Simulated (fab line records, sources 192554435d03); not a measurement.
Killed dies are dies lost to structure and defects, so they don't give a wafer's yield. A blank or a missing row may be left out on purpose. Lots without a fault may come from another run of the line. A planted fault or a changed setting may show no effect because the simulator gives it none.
fab line records | flow n5_finfet
record lots=12 wafers=36 last_day=16
route steps=1938 shown BEOL_M8@1398 BEOL_M9@1403 PASSIVATION@1936
lots that met no fault: from a run of the same line without faults
start_h: hours from the record's first day to the start of the lot's first wafer shown | wait_h: hours since the lot's step before | " the same as in the row above | L1.1+2: a row that stands for several wafers | - no value, or no start given | * or withheld: withheld | < > ~ a bound
route shown NAME@n: a module of which the file shows steps, and the number in the route of the first | usual: mean/standard deviation of fault-free wafers | same: alike in all rows | chamber/n: place in a boat | sites: the reading at each site | _std_site: their standard deviation | _edge_site: outer sites' mean less inner sites' | radius_mm: how far each site lies from the wafer's centre | mask NAME#n: copy n | behind: the tool/chamber that last shaped the wafer | hold: why the lot was held/for how many hours/how that ended | device: the transistor (n, p or np) that didn't switch | end of line: the same wafers' tests at the end of the route | a step without rows: its recipe alone | killed: dies lost to structure and defects at the first sort, not the wafer's yield | map: a wafer's dies, x killed, . not, _ none there
set.NAME: the setting as run; set.NAME@STEP: as run at that earlier step | model.NAME: the simulator's own value behind a step, which no gauge read
steps of the route over a sample of lots; a table a step, a row a wafer
services: from which hour (start_h, from the record's first day; less than 0 if before it) a tool's chamber was out of use, for how many hours, and why
## steps
# step N5_BEOL_M8_DEP_56
# recipe material=SiCN target_thk_a=100 temp_c=withheld precursor=3MS/NH3 pressure_torr=3 rf_w=202 time_s=17.5
# usual showerhead_plenum_p_Torr=3.663/0.017 throttle_valve_pct=9.1/0.46
# columns lot.wafer tool chamber start_h wait_h showerhead_plenum_p_Torr since_wet_clean_h throttle_valve_pct
L822.1 pecvd-03 2 219.65 0.0 3.657 322 8.3
L822.2 " 0 " " 3.684 1105 9.6
L822.5 " 1 " " 3.670 - 10.1
L824.3 pecvd-02 0 229.91 0.0 3.648 - 9.3
L824.5 " 1 " " 3.678 - 9.3
L824.6 " 0 " " 3.646 - 9.0
L825.1 pecvd-03 1 233.80 0.0 3.665 1844 9.7
L825.4 " 2 " " 3.646 - 8.3
L825.5 " 1 " " 3.671 - 10.1
L827.2 pecvd-01 1 248.60 0.0 3.694 2040 9.5
L827.5 " 1 " " 3.683 - 9.1
L827.6 " 0 " " 3.667 - 9.0
L828.1 pecvd-01 2 253.81 0.0 3.637 566 8.6
L828.2 " 0 " " 3.652 1320 9.0
L828.3 " 1 " " 3.693 2045 9.1
L831.1 pecvd-01 1 254.53 0.0 3.689 2046 9.1
L831.3 " 0 " " 3.658 1321 9.0
L831.6 " 2 " " 3.643 - 8.7
L833.3 pecvd-01 0 278.55 0.0 3.663 - 8.9
L833.4 " 2 " " 3.647 - 8.5
L833.5 " 0 " " 3.665 - 9.2
L832.2 pecvd-02 1 280.25 0.0 3.681 1528 9.7
L832.5 " 0 " " 3.657 - 9.1
L832.6 " 1 " " 3.683 - 9.4
L837.1 pecvd-01 2 302.01 0.0 3.645 614 8.5
L837.2 " 1 " " 3.681 2093 9.2
L837.3 " 0 " " 3.660 1368 9.1
L839.4 pecvd-01 1 315.36 0.0 3.678 - 9.2
L839.5 " 2 " " 3.642 - 8.5
L839.6 " 1 " " 3.697 - 9.1
L842.1 pecvd-02 0 319.86 0.0 3.647 842 9.6
L842.2 " 2 " " 3.652 88 8.5
L842.3 " 1 " " 3.676 1567 9.6
L840.1 pecvd-03 2 325.38 0.0 3.649 427 8.8
L840.4 " 1 " " 3.667 - 10.0
L840.6 " 0 " " 3.663 - 9.5
# step N5_BEOL_M8_RS_MEAS_57
# recipe thk_meas_gauge=four-point-probe reads=Cu_of_BEOL_M8_ECD_50+Co_of_BEOL_M8_CVD_78+TaN_of_BEOL_M8_ALD_77
# usual M8_RS=0.288/0.0068
# columns lot.wafer tool chamber start_h wait_h M8_RS[ohm/sq]
L822.1 film_metro-01 - 219.71 0.1 0.283
L822.2 " - " " 0.288
L822.5 " - " " 0.280
L824.3 film_metro-02 - 229.98 0.1 0.280
L824.5 " - " " 0.280
L824.6 " - " " 0.287
L825.1 film_metro-01 - 233.87 0.1 0.291
L825.4 " - " " 0.275
L825.5 " - " " 0.281
L827.2 film_metro-02 - 248.67 0.1 0.286
L827.5 " - " " 0.276
L827.6 " - " " 0.286
L828.1 film_metro-01 - 253.88 0.1 0.287
L828.2 " - " " 0.294
L828.3 " - " " 0.299
L831.1 film_metro-02 - 254.60 0.1 0.288
L831.3 " - " " 0.294
L831.6 " - " " 0.284
L833.3 film_metro-01 - 278.62 0.1 0.284
L833.4 " - " " 0.285
L833.5 " - " " 0.281
L832.2 film_metro-01 - 280.32 0.1 0.290
L832.5 " - " " 0.291
L832.6 " - " " 0.283
L837.1 film_metro-01 - 302.10 0.1 0.293
L837.2 " - " " 0.285
L837.3 " - " " 0.289
L839.4 film_metro-02 - 315.43 0.1 0.301
L839.5 " - " " 0.285
L839.6 " - " " 0.307
L842.1 film_metro-01 - 319.93 0.1 0.287
L842.2 " - " " 0.289
L842.3 " - " " 0.297
L840.1 film_metro-02 - 325.45 0.1 0.285
L840.4 " - " " 0.289
L840.6 " - " " 0.286
# step N5_BEOL_M9_THK_MEAS_01
# recipe reads=SiCOH_lowk_of_BEOL_M9_ILD_DEP_00
# usual M9_ILD_THK=268/3.2
# columns lot.wafer tool chamber start_h wait_h M9_ILD_THK[nm]
L822.1 film_metro-01 - 220.37 0.4 269
L822.2 " - " " 267
L822.5 " - " " 271
L824.3 film_metro-01 - 230.64 0.3 265
L824.5 " - " " 271
L824.6 " - " " 272
L825.1 film_metro-01 - 234.52 0.4 266
L825.4 " - " " 270
L825.5 " - " " 271
L827.2 film_metro-02 - 249.48 0.4 267
L827.5 " - " " 268
L827.6 " - " " 269
L828.1 film_metro-01 - 254.53 0.4 266
L828.2 " - " " 263
L828.3 " - " " 265
L831.1 film_metro-01 - 255.25 0.4 270
L831.3 " - " " 272
L831.6 " - " " 272
L833.3 film_metro-02 - 279.27 0.3 267
L833.4 " - " " 271
L833.5 " - " " 268
L832.2 film_metro-01 - 280.97 0.4 271
L832.5 " - " " 272
L832.6 " - " " 271
L837.1 film_metro-02 - 303.36 0.4 264
L837.2 " - " " 268
L837.3 " - " " 263
L839.4 film_metro-02 - 316.08 0.2 271
L839.5 " - " " 269
L839.6 " - " " 268
L842.1 film_metro-01 - 320.58 0.4 266
L842.2 " - " " 265
L842.3 " - " " 268
L840.1 film_metro-01 - 326.58 0.8 269
L840.4 " - " " 272
L840.6 " - " " 270
# step N5_BEOL_M9_COAT_60
# recipe resist=SiARC temp_c=220 time_s=60 spin_rpm=1500 resist_thk_nm=30
# usual dispense_pressure_kPa=47.7/2.9 exhaust_pa=44.7/0.96 spin_speed_rpm=1500.2/1
# columns lot.wafer tool chamber start_h wait_h dispense_pressure_kPa exhaust_pa spin_speed_rpm
L822.1 litho_track-04 0 223.03 - 51.2 44.2 1501.6
L822.2 " 0 " " 51.2 43.4 1499.7
L822.5 " 0 " " 51.2 44.4 1500.7
L824.3 litho_track-03 0 231.84 - 48.9 46.3 1500.8
L824.5 " 0 " " 48.9 45.8 1499.9
L824.6 " 0 " " 48.9 43.4 1500.7
L825.1 litho_track-02 0 235.26 - 44.1 44.8 1499.6
L825.4 " 0 " " 44.1 44.8 1499.5
L825.5 " 0 " " 44.1 43.9 1500.2
L827.2 litho_track-03 0 251.74 - 48.9 44.3 1499.1
L827.5 " 0 " " 48.9 43.6 1498.9
L827.6 " 0 " " 48.9 44.2 1500.3
L828.1 litho_track-02 0 254.76 - 44.0 44.4 1500.4
L828.2 " 0 " " 44.0 44.6 1500.1
L828.3 " 0 " " 44.0 45.3 1498.7
L831.1 litho_track-02 0 256.46 - 44.0 44.0 1501.9
L831.3 " 0 " " 44.1 44.7 1501.3
L831.6 " 0 " " 44.0 45.3 1500.7
L833.3 litho_track-03 0 280.48 - 48.9 43.9 1500.0
L833.4 " 0 " " 48.9 45.8 1500.8
L833.5 " 0 " " 48.9 45.4 1500.5
L832.2 litho_track-04 0 282.70 - 51.2 44.5 1500.3
L832.5 " 0 " " 51.3 45.6 1500.0
L832.6 " 0 " " 51.2 46.1 1500.8
L837.1 litho_track-03 0 304.29 - 48.9 43.0 1427.7
L837.2 " 0 " " 48.9 42.5 1424.4
L837.3 " 0 " " 48.9 42.4 1427.6
L839.4 litho_track-03 0 316.96 - 48.9 43.5 1427.6
L839.5 " 0 " " 48.9 43.1 1426.5
L839.6 " 0 " " 48.9 43.2 1425.9
L842.1 litho_track-02 0 320.81 - 44.1 46.1 1500.7
L842.2 " 0 " " 44.1 45.1 1499.4
L842.3 " 0 " " 44.1 43.4 1499.6
L840.1 litho_track-02 0 327.37 - 44.1 45.8 1500.9
L840.4 " 0 " " 44.1 44.6 1498.8
L840.6 " 0 " " 44.1 44.7 1499.4
# step N5_PASSIVATION_PROBE_49
# usual defect_limited_yield=91.2/1.4 killed_at_M0_to_M3=34/9.4 killed_at_M4_up=13/5.8 killed_at_contacts=13/6.4 killed_at_front_end=41/11 killed_at_other=3.1/2.3 killed_dies=103/16 killed_open=69/12 killed_short=33/7.8 sort_bin_5_function=5.1/0.91 sort_bin_6_memory=3.3/0.63 sort_n_pass=1077/16 sort_yield_pct=91.2/1.4
# same gross_dies=1180 killed_at_back_side=0 sort_bin_4_leakage[%]=0 sort_bin_8_speed[%]=0
# columns lot.wafer tool chamber start_h wait_h defect_limited_yield[%] killed_at_M0_to_M3 killed_at_M4_up killed_at_contacts killed_at_front_end killed_at_other killed_dies killed_open killed_short sort_bin_5_function[%] sort_bin_6_memory[%] sort_n_pass sort_yield_pct[%]
L822.1 prober-01 - 283.44 0.0 91.4 37 12 9 42 2 102 75 26 4.7 3.6 1078 91.4
L822.2 prober-01 - 283.49 0.1 91.7 32 24 4 34 4 98 62 33 4.5 3.1 1082 91.7
L822.5 prober-01 - 283.64 0.2 94.2 30 5 3 29 2 69 47 22 3.9 1.7 1111 94.2
L824.3 prober-01 - 289.47 0.1 89.9 45 8 14 51 1 119 64 54 6.4 3.1 1061 89.9
L824.5 prober-01 - 289.57 0.2 91.9 37 8 11 31 8 95 59 36 4.7 3.0 1085 91.9
L824.6 prober-01 - 289.62 0.3 89.7 36 14 18 53 0 121 76 45 5.9 4.0 1059 89.7
L825.1 prober-02 - 295.14 0.0 89.9 31 21 9 53 5 119 81 37 6.2 3.7 1061 89.9
L825.4 prober-02 - 295.29 0.2 91.1 22 13 22 45 3 105 62 43 4.9 3.6 1075 91.1
L825.5 prober-02 - 295.34 0.2 93.2 23 13 10 33 1 80 52 27 3.7 2.8 1100 93.2
L831.1 prober-02 - 310.62 0.0 92.4 30 14 10 36 0 90 53 33 4.5 2.9 1090 92.4
L831.3 prober-02 - 310.72 0.1 92.9 28 18 14 22 2 84 55 27 4.1 2.9 1096 92.9
L831.6 prober-02 - 310.87 0.3 89.2 40 23 19 41 5 128 88 40 6.8 3.6 1052 89.2
L827.2 prober-02 - 312.64 0.1 91.6 35 19 8 36 1 99 74 25 4.5 3.6 1081 91.6
L827.5 prober-02 - 312.79 0.2 91.2 32 5 13 52 2 104 78 26 4.9 3.8 1076 91.2
L827.6 prober-02 - 312.84 0.3 89.0 36 18 19 51 6 130 86 44 6.8 4.0 1050 89.0
L828.1 prober-01 - 313.93 0.0 91.9 41 20 10 22 3 96 57 39 4.9 3.1 1084 91.9
L828.2 prober-01 - 313.98 0.1 90.9 28 14 10 52 3 107 76 31 5.4 3.6 1073 90.9
L828.3 prober-01 - 314.03 0.1 91.9 36 16 0 43 1 96 68 24 4.9 2.8 1084 91.9
L833.3 prober-02 - 342.91 0.1 93.1 32 13 9 25 2 81 49 31 3.6 3.0 1099 93.1
L833.4 prober-02 - 342.96 0.2 89.6 35 13 8 65 2 123 73 49 5.7 4.2 1057 89.6
L833.5 prober-02 - 343.01 0.2 90.6 44 19 7 38 3 111 74 37 5.3 3.9 1069 90.6
L832.2 prober-01 - 343.46 0.1 91.9 28 12 8 45 2 95 59 35 5.1 2.7 1085 91.9
L832.5 prober-01 - 343.61 0.2 92.4 25 12 12 40 1 90 58 30 4.9 2.2 1090 92.4
L832.6 prober-01 - 343.66 0.3 94.2 10 11 9 38 0 68 42 26 3.6 1.6 1112 94.2
L837.1 prober-01 - 362.07 0.0 92.5 25 5 20 33 5 88 55 33 4.6 2.6 1092 92.5
L837.2 prober-01 - 362.12 0.1 92.0 28 6 24 29 7 94 58 36 4.5 3.1 1086 92.0
L837.3 prober-01 - 362.17 0.1 90.6 36 7 21 41 6 111 66 45 5.2 3.7 1069 90.6
L839.4 prober-01 - 374.17 0.2 93.7 40 7 4 16 7 74 48 25 4.2 1.9 1106 93.7
L839.5 prober-01 - 374.22 0.2 93.1 29 14 13 25 0 81 56 24 4.0 2.5 1099 93.1
L839.6 prober-01 - 374.27 0.3 94.1 33 11 4 17 5 70 48 19 3.3 2.4 1110 94.1
L842.1 prober-01 - 380.03 0.0 90.3 25 18 12 55 4 114 76 35 5.6 3.3 1066 90.3
L842.2 prober-01 - 380.08 0.1 91.1 25 20 7 50 3 105 69 36 5.5 3.1 1075 91.1
L842.3 prober-01 - 380.13 0.1 88.1 44 7 12 72 6 141 88 48 6.7 4.5 1039 88.1
L840.1 prober-02 - 384.03 0.0 88.9 58 19 4 46 4 131 81 46 6.0 4.2 1049 88.9
L840.4 prober-02 - 384.18 0.2 93.1 33 4 11 33 0 81 58 22 4.1 2.5 1099 93.1
L840.6 prober-02 - 384.28 0.3 90.8 49 15 12 29 3 108 82 23 5.8 3.2 1072 90.8
# killed by level:class
L822.1 FIN_SAQP:geometric_particle:open=10 BEOL_M2:geometric_particle:open=9 BEOL_M3:geometric_particle:open=8 DUMMY_GATE:geometric_particle:open=7 MOL_CONTACT_COAG:geometric_particle:open=7 BEOL_M4:geometric_particle:open=7 FIN_SAQP:geometric_particle:short=6 BEOL_M0_SAQP:geometric_particle:open=6
L822.2 FIN_SAQP:geometric_particle:open=8 BEOL_M1:geometric_particle:open=7 BEOL_M2:geometric_particle:open=7 BEOL_M4:geometric_particle:open=6 BEOL_M0_SAQP:geometric_particle:short=5 BEOL_M3:geometric_particle:open=5 BEOL_M5:geometric_particle:short=5 DUMMY_GATE:geometric_particle:short=4
L822.5 BEOL_M3:geometric_particle:open=11 FIN_SAQP:geometric_particle:open=6 DUMMY_GATE:geometric_particle:open=5 BEOL_M1:geometric_particle:open=4 BEOL_M2:geometric_particle:open=4 GATE_CUT:geometric_particle:short=3 MOL_CONTACT_COAG:geometric_particle:open=3 BEOL_M0_SAQP:geometric_particle:open=3
L824.3 BEOL_M0_SAQP:geometric_particle:short=18 MOL_CONTACT_COAG:geometric_particle:open=12 FIN_SAQP:geometric_particle:open=11 FIN_SAQP:geometric_particle:short=10 BEOL_M0_SAQP:geometric_particle:open=10 GATE_CUT:geometric_particle:short=9 BEOL_M1:geometric_particle:open=7 DUMMY_GATE:geometric_particle:open=6
L824.5 MOL_CONTACT_COAG:geometric_particle:open=9 BEOL_M0_SAQP:geometric_particle:short=8 BEOL_M1:geometric_particle:open=7 GATE_CUT:geometric_particle:short=6 DUMMY_GATE:geometric_particle:open=5 STI_FIN_REVEAL:geometric_particle:open=4 BEOL_M0:geometric_particle:open=4 BEOL_M1:geometric_particle:short=4
L824.6 FIN_SAQP:geometric_particle:open=16 BEOL_M0_SAQP:geometric_particle:short=12 MOL_CONTACT_COAG:geometric_particle:open=10 BEOL_M0_SAQP:geometric_particle:open=10 MOL_CONTACT_COAG:geometric_particle:short=8 FIN_SAQP:geometric_particle:short=7 ILD0:geometric_particle:open=7 ILD0:geometric_particle:short=6
L825.1 STI_FIN_REVEAL:geometric_particle:open=18 FIN_SAQP:geometric_particle:open=9 MOL_CONTACT_COAG:geometric_particle:open=9 BEOL_M2:geometric_particle:short=8 BEOL_M4:geometric_particle:open=8 GATE_CUT:geometric_particle:short=7 BEOL_M2:geometric_particle:open=6 DUMMY_GATE:geometric_particle:open=5
L825.4 MOL_CONTACT_COAG:geometric_particle:open=19 FIN_SAQP:geometric_particle:short=15 FIN_SAQP:geometric_particle:open=12 BEOL_M5:geometric_particle:open=7 STI_FIN_REVEAL:geometric_particle:open=6 GATE_CUT:geometric_particle:short=6 BEOL_M2:geometric_particle:open=5 BEOL_M1:geometric_particle:open=4
L825.5 FIN_SAQP:geometric_particle:open=10 MOL_CONTACT_COAG:geometric_particle:open=9 BEOL_M0_SAQP:geometric_particle:short=7 FIN_SAQP:geometric_particle:short=6 BEOL_M0_SAQP:geometric_particle:open=6 BEOL_M2:geometric_particle:open=5 STARTING-WAFER:geometric_particle:short=5 STI_FIN_REVEAL:geometric_particle:open=4
L831.1 MOL_CONTACT_COAG:geometric_particle:open=9 FIN_SAQP:geometric_particle:open=8 BEOL_M0_SAQP:geometric_particle:open=8 BEOL_M0_SAQP:geometric_particle:short=7 GATE_CUT:geometric_particle:short=6 BEOL_M4:geometric_particle:open=6 GATE_CUT:geometric_particle:open=5 BEOL_M4:geometric_particle:short=5
L831.3 BEOL_M0_SAQP:geometric_particle:open=12 MOL_CONTACT_COAG:geometric_particle:open=11 BEOL_M4:geometric_particle:open=9 BEOL_M0_SAQP:geometric_particle:short=7 FIN_SAQP:geometric_particle:short=6 GATE_CUT:geometric_particle:short=4 MOL_CONTACT_COAG:geometric_particle:short=3 BEOL_M0:geometric_particle:open=3
L831.6 MOL_CONTACT_COAG:geometric_particle:open=17 BEOL_M0_SAQP:geometric_particle:short=15 BEOL_M4:geometric_particle:open=11 STI_FIN_REVEAL:geometric_particle:open=10 GATE_CUT:geometric_particle:short=7 BEOL_M0_SAQP:geometric_particle:open=7 BEOL_M1:geometric_particle:open=7 BEOL_M0:geometric_particle:open=5
L827.2 FIN_SAQP:geometric_particle:open=12 BEOL_M3:geometric_particle:open=9 BEOL_M0_SAQP:geometric_particle:short=8 BEOL_M4:geometric_particle:open=8 STI_FIN_REVEAL:geometric_particle:open=7 MOL_CONTACT_COAG:geometric_particle:open=7 BEOL_M1:geometric_particle:open=5 BEOL_M2:geometric_particle:open=5
L827.5 FIN_SAQP:geometric_particle:open=18 STI_FIN_REVEAL:geometric_particle:open=14 BEOL_M2:geometric_particle:open=13 MOL_CONTACT_COAG:geometric_particle:open=11 FIN_SAQP:geometric_particle:short=6 BEOL_M0_SAQP:geometric_particle:open=6 BEOL_M0_SAQP:geometric_particle:short=4 BEOL_M4:geometric_particle:open=4
L827.6 FIN_SAQP:geometric_particle:open=14 MOL_CONTACT_COAG:geometric_particle:open=14 FIN_SAQP:geometric_particle:short=13 BEOL_M4:geometric_particle:open=10 STI_FIN_REVEAL:geometric_particle:open=9 BEOL_M3:geometric_particle:open=8 BEOL_M1:geometric_particle:open=7 BEOL_M0_SAQP:geometric_particle:short=6
L828.1 BEOL_M0_SAQP:geometric_particle:short=12 BEOL_M3:geometric_particle:open=10 BEOL_M0_SAQP:geometric_particle:open=9 STI_FIN_REVEAL:geometric_particle:open=7 BEOL_M4:geometric_particle:short=5 MOL_CONTACT_COAG:geometric_particle:short=5 MOL_CONTACT_COAG:geometric_particle:open=5 BEOL_M4:geometric_particle:open=5
L828.2 STI_FIN_REVEAL:geometric_particle:open=24 BEOL_M0_SAQP:geometric_particle:short=10 MOL_CONTACT_COAG:geometric_particle:open=9 FIN_SAQP:geometric_particle:open=8 DUMMY_GATE:geometric_particle:open=6 BEOL_M0_SAQP:geometric_particle:open=6 BEOL_M4:geometric_particle:open=6 BEOL_M3:geometric_particle:open=5
L828.3 STI_FIN_REVEAL:geometric_particle:open=22 BEOL_M0_SAQP:geometric_particle:open=12 BEOL_M0_SAQP:geometric_particle:short=8 DUMMY_GATE:geometric_particle:open=7 BEOL_M2:geometric_particle:open=7 BEOL_M5:geometric_particle:open=5 STI_FIN_REVEAL:geometric_particle:short=3 BEOL_M1:geometric_particle:open=3
L833.3 BEOL_M0_SAQP:geometric_particle:short=8 MOL_CONTACT_COAG:geometric_particle:open=7 STI_FIN_REVEAL:geometric_particle:open=6 BEOL_M3:geometric_particle:open=6 BEOL_M1:geometric_particle:open=5 BEOL_M2:geometric_particle:open=5 GATE_CUT:geometric_particle:short=4 FIN_SAQP:geometric_particle:short=3
L833.4 FIN_SAQP:geometric_particle:short=15 STI_FIN_REVEAL:geometric_particle:open=12 BEOL_M0_SAQP:geometric_particle:open=10 FIN_SAQP:geometric_particle:open=9 BEOL_M0_SAQP:geometric_particle:short=8 MOL_CONTACT_COAG:geometric_particle:open=7 GATE_CUT:geometric_particle:open=6 DUMMY_GATE:geometric_particle:open=5
L833.5 BEOL_M3:geometric_particle:open=12 BEOL_M0_SAQP:geometric_particle:short=10 BEOL_M0_SAQP:geometric_particle:open=9 DUMMY_GATE:geometric_particle:open=8 FIN_SAQP:geometric_particle:short=7 BEOL_M2:geometric_particle:open=6 BEOL_M4:geometric_particle:open=6 BEOL_M5:geometric_particle:open=6
L832.2 BEOL_M2:geometric_particle:open=14 STI_FIN_REVEAL:geometric_particle:open=12 FIN_SAQP:geometric_particle:short=11 GATE_CUT:geometric_particle:short=6 MOL_CONTACT_COAG:geometric_particle:open=6 FIN_SAQP:geometric_particle:open=5 BEOL_M0_SAQP:geometric_particle:short=5 BEOL_M0_SAQP:geometric_particle:open=5
L832.5 MOL_CONTACT_COAG:geometric_particle:open=8 FIN_SAQP:geometric_particle:short=7 STI_FIN_REVEAL:geometric_particle:open=7 BEOL_M2:geometric_particle:open=7 FIN_SAQP:geometric_particle:open=6 BEOL_M0_SAQP:geometric_particle:short=6 SPACER0:geometric_particle:open=4 MOL_CONTACT_COAG:geometric_particle:short=4
L832.6 FIN_SAQP:geometric_particle:short=10 STI_FIN_REVEAL:geometric_particle:open=7 MOL_CONTACT_COAG:geometric_particle:open=7 FIN_SAQP:geometric_particle:open=6 BEOL_M0_SAQP:geometric_particle:short=6 GATE_CUT:geometric_particle:open=4 BEOL_M4:geometric_particle:open=4 STARTING-WAFER:geometric_particle:open=3
L837.1 MOL_CONTACT_COAG:geometric_particle:open=15 DUMMY_GATE:geometric_particle:open=7 BEOL_M0_SAQP:geometric_particle:short=7 BEOL_M3:geometric_particle:open=6 BEOL_M0_SAQP:geometric_particle:open=6 FIN_SAQP:geometric_particle:short=5 MOL_CONTACT_COAG:geometric_particle:short=5 FIN_SAQP:geometric_particle:open=3
L837.2 MOL_CONTACT_COAG:geometric_particle:open=19 BEOL_M0_SAQP:geometric_particle:short=9 STI_FIN_REVEAL:geometric_particle:open=6 BEOL_M0_SAQP:geometric_particle:open=6 DUMMY_GATE:geometric_particle:open=5 MOL_CONTACT_COAG:geometric_particle:short=5 BEOL_M5:geometric_particle:short=5 FIN_SAQP:geometric_particle:open=4
L837.3 MOL_CONTACT_COAG:geometric_particle:open=14 BEOL_M0_SAQP:geometric_particle:short=12 BEOL_M0_SAQP:geometric_particle:open=10 FIN_SAQP:geometric_particle:open=9 GATE_CUT:geometric_particle:short=8 BEOL_M3:geometric_particle:open=8 FIN_SAQP:geometric_particle:short=7 MOL_CONTACT_COAG:geometric_particle:short=7
L839.4 BEOL_M3:geometric_particle:open=14 BEOL_M0_SAQP:geometric_particle:short=10 BEOL_M0_SAQP:geometric_particle:open=7 PASS1_CAP:geometric_particle:open=4 STARTING-WAFER:geometric_particle:open=4 DUMMY_GATE:geometric_particle:open=3 MOL_CONTACT_COAG:geometric_particle:open=3 BEOL_M0:geometric_particle:open=3
L839.5 MOL_CONTACT_COAG:geometric_particle:open=10 BEOL_M3:geometric_particle:open=10 ILD0:geometric_particle:open=5 BEOL_M1:geometric_particle:open=4 BEOL_M3:geometric_particle:short=4 FIN_SAQP:geometric_particle:open=3 ILD0:geometric_particle:short=3 MOL_CONTACT_COAG:geometric_particle:short=3
L839.6 BEOL_M3:geometric_particle:open=12 BEOL_M4:geometric_particle:open=7 BEOL_M2:geometric_particle:open=5 BEOL_M2:geometric_particle:short=4 BEOL_M3:geometric_particle:short=4 FIN_SAQP:geometric_particle:open=3 MOL_CONTACT_COAG:geometric_particle:open=3 BEOL_M0_SAQP:geometric_particle:open=3
L842.1 STI_FIN_REVEAL:geometric_particle:open=14 FIN_SAQP:geometric_particle:short=11 MOL_CONTACT_COAG:geometric_particle:open=11 FIN_SAQP:geometric_particle:open=10 BEOL_M4:geometric_particle:open=8 BEOL_M0_SAQP:geometric_particle:open=6 BEOL_M3:geometric_particle:open=6 DUMMY_GATE:geometric_particle:open=4
L842.2 FIN_SAQP:geometric_particle:open=13 FIN_SAQP:geometric_particle:short=12 BEOL_M0_SAQP:geometric_particle:open=8 STI_FIN_REVEAL:geometric_particle:open=7 GATE_CUT:geometric_particle:short=6 MOL_CONTACT_COAG:geometric_particle:open=6 BEOL_M0_SAQP:geometric_particle:short=6 BEOL_M6:geometric_particle:open=6
L842.3 STI_FIN_REVEAL:geometric_particle:open=15 FIN_SAQP:geometric_particle:short=14 FIN_SAQP:geometric_particle:open=14 BEOL_M0_SAQP:geometric_particle:short=10 MOL_CONTACT_COAG:geometric_particle:open=9 BEOL_M0_SAQP:geometric_particle:open=9 BEOL_M2:geometric_particle:open=9 BEOL_M0:geometric_particle:open=7
L840.1 BEOL_M0_SAQP:geometric_particle:short=21 BEOL_M0_SAQP:geometric_particle:open=15 GATE_CUT:geometric_particle:open=8 BEOL_M1:geometric_particle:open=7 BEOL_M4:geometric_particle:open=7 FIN_SAQP:geometric_particle:open=6 BEOL_M2:geometric_particle:open=6 DUMMY_GATE:geometric_particle:open=6
L840.4 MOL_CONTACT_COAG:geometric_particle:open=10 BEOL_M2:geometric_particle:open=8 BEOL_M1:geometric_particle:open=7 DUMMY_GATE:geometric_particle:open=5 BEOL_M0_SAQP:geometric_particle:open=5 FIN_SAQP:geometric_particle:open=4 STI_FIN_REVEAL:geometric_particle:open=4 GATE_CUT:geometric_particle:open=4
L840.6 BEOL_M1:geometric_particle:open=15 BEOL_M2:geometric_particle:open=10 BEOL_M0_SAQP:geometric_particle:open=10 MOL_CONTACT_COAG:geometric_particle:open=9 BEOL_M0_SAQP:geometric_particle:short=7 FIN_SAQP:geometric_particle:open=6 DUMMY_GATE:geometric_particle:open=6 STI_FIN_REVEAL:geometric_particle:open=5
## services
# columns tool chamber start_h hours kind
pecvd-02 2 202.38 - clean
pecvd-02 2 202.38 - consumable_replace:showerhead
pecvd-02 2 202.38 29.0 scheduled_down
pecvd-02 2 202.38 29.0 vent_cycle
pecvd-03 - 204.38 14.6 pm
pecvd-02 0 222.07 5.5 scheduled_down
pecvd-02 - 227.83 0.8 repair
pecvd-03 2 250.98 2.1 scheduled_down
pecvd-02 1 254.31 5.5 scheduled_down
pecvd-01 1 273.93 5.5 scheduled_down
pecvd-03 - 275.77 0.4 repair
pecvd-03 - 280.65 5.5 pm
pecvd-01 0 308.57 10.3 repair
## key
first_sign step=N5_BEOL_M9_COAT_60 reading=spin_speed_rpm direction=down sigmas=72 usual=* struck=*
effect none on later readings
met_at N5_BEOL_M9_COAT_60
struck_lots L837,L839
not_acting_at N5_BEOL_M8_DEP_56,N5_BEOL_M8_RS_MEAS_57,N5_BEOL_M9_THK_MEAS_01
onset_between 280.48 304.29
fault kind=process_parameter_drift tool=litho_track-03 chamber=- onset_h=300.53 steps=N5_BEOL_M9_COAT_60 channel=spin_rpm offset=* shape=step end_h=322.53 acts_in=* stated=*
